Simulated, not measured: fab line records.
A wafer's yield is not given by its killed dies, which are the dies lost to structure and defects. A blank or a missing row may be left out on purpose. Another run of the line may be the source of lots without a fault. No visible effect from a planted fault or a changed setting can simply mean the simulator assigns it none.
Chamber matching :: flow n5-finfet :: N5_FIN_SAQP_STRIP_70 on rie-diel-01: 4 sister chambers
The step strips in N2/H2. 16 wafers are shown with their chamber, then 8 later ones without.

WAFERS WITH THEIR CHAMBER
wafer: L075.3
chamber: 0
throttle-valve-pct (%): 18.9
showerhead-plenum-p-Torr (Torr): 3.45
drypump-motor-current-A (A): 6.3

wafer: L075.5
chamber: 2
throttle-valve-pct (%): 19.8
showerhead-plenum-p-Torr (Torr): 3.39
drypump-motor-current-A (A): 5.1

wafer: L075.6
chamber: 1
throttle-valve-pct (%): 18.9
showerhead-plenum-p-Torr (Torr): 3.58
drypump-motor-current-A (A): 5.8

wafer: L077.1
chamber: 1
throttle-valve-pct (%): 18.9
showerhead-plenum-p-Torr (Torr): 3.58
drypump-motor-current-A (A): 5.9

wafer: L077.4
chamber: 0
throttle-valve-pct (%): 18.9
showerhead-plenum-p-Torr (Torr): 3.45
drypump-motor-current-A (A): 6.3

wafer: L077.5
chamber: 2
throttle-valve-pct (%): 19.8
showerhead-plenum-p-Torr (Torr): 3.39
drypump-motor-current-A (A): 5.1

wafer: L078.1
chamber: 2
throttle-valve-pct (%): 19.8
showerhead-plenum-p-Torr (Torr): 3.39
drypump-motor-current-A (A): 5.1

wafer: L078.3
chamber: 3
throttle-valve-pct (%): 18.5
showerhead-plenum-p-Torr (Torr): 3.22
drypump-motor-current-A (A): 5.0

wafer: L078.6
chamber: 3
throttle-valve-pct (%): 18.6
showerhead-plenum-p-Torr (Torr): 3.22
drypump-motor-current-A (A): 5.1

wafer: L081.2
chamber: 3
throttle-valve-pct (%): 18.6
showerhead-plenum-p-Torr (Torr): 3.22
drypump-motor-current-A (A): 5.0

wafer: L081.3
chamber: 2
throttle-valve-pct (%): 19.8
showerhead-plenum-p-Torr (Torr): 3.38
drypump-motor-current-A (A): 5.1

wafer: L081.4
chamber: 0
throttle-valve-pct (%): 18.9
showerhead-plenum-p-Torr (Torr): 3.44
drypump-motor-current-A (A): 6.3

wafer: L082.2
chamber: 2
throttle-valve-pct (%): 19.8
showerhead-plenum-p-Torr (Torr): 3.38
drypump-motor-current-A (A): 5.1

wafer: L082.4
chamber: 1
throttle-valve-pct (%): 18.9
showerhead-plenum-p-Torr (Torr): 3.57
drypump-motor-current-A (A): 5.8

wafer: L082.5
chamber: 0
throttle-valve-pct (%): 18.9
showerhead-plenum-p-Torr (Torr): 3.44
drypump-motor-current-A (A): 6.2

wafer: L085.1
chamber: 1
throttle-valve-pct (%): 18.9
showerhead-plenum-p-Torr (Torr): 3.57
drypump-motor-current-A (A): 5.8

SIGNATURES, as means of the wafers listed above
reading: throttle-valve-pct
chamber 0: 18.900
chamber 1: 18.900
chamber 2: 19.800
chamber 3: 18.567
scatter within a chamber: 0.0236

reading: showerhead-plenum-p-Torr
chamber 0: 3.4450
chamber 1: 3.5750
chamber 2: 3.3860
chamber 3: 3.2200
scatter within a chamber: 0.00516

reading: drypump-motor-current-A
chamber 0: 6.275
chamber 1: 5.825
chamber 2: 5.100
chamber 3: 5.033
scatter within a chamber: 0.0425
Rule: a wafer's distance from a chamber is the root of the sum, over the readings, of the square of ((its reading less the chamber's mean) divided by the reading's scatter). If the next closest chamber is less than 2 further off than the closest, the wafer can't be placed; otherwise it belongs to the closest. The scatter is the square root of a quotient: the sum, over the shown wafers, of each reading's squared deviation from its chamber's mean, divided by wafers minus chambers.

WAFERS WITHOUT THEIR CHAMBER
wafer: L085.2
throttle-valve-pct (%): 18.6
showerhead-plenum-p-Torr (Torr): 3.21
drypump-motor-current-A (A): 5.1

wafer: L085.4
throttle-valve-pct (%): 19.8
showerhead-plenum-p-Torr (Torr): 3.38
drypump-motor-current-A (A): 5.1

wafer: L094.4
throttle-valve-pct (%): 19.9
showerhead-plenum-p-Torr (Torr): 3.37
drypump-motor-current-A (A): 5.2

wafer: L094.5
throttle-valve-pct (%): 18.6
showerhead-plenum-p-Torr (Torr): 3.20
drypump-motor-current-A (A): 5.1

wafer: L094.6
throttle-valve-pct (%): 18.9
showerhead-plenum-p-Torr (Torr): 3.43
drypump-motor-current-A (A): 6.2

wafer: L096.2
throttle-valve-pct (%): 18.6
showerhead-plenum-p-Torr (Torr): 3.20
drypump-motor-current-A (A): 5.1

wafer: L096.3
throttle-valve-pct (%): 19.0
showerhead-plenum-p-Torr (Torr): 3.43
drypump-motor-current-A (A): 6.3

wafer: L096.4
throttle-valve-pct (%): 19.0
showerhead-plenum-p-Torr (Torr): 3.55
drypump-motor-current-A (A): 5.8

WHICH CHAMBER EACH WENT THROUGH
wafer: L085.2
from the rows above: 3
in truth: 3

wafer: L085.4
from the rows above: 2
in truth: 2

wafer: L094.4
from the rows above: 2
in truth: 2

wafer: L094.5
from the rows above: 3
in truth: 3

wafer: L094.6
from the rows above: 0
in truth: 0

wafer: L096.2
from the rows above: 3
in truth: 3

wafer: L096.3
from the rows above: 0
in truth: 0

wafer: L096.4
from the rows above: 1
in truth: 1
Correct placement for 8 of the 8. Not placeable from these rows: 0. 0 placed wrongly.
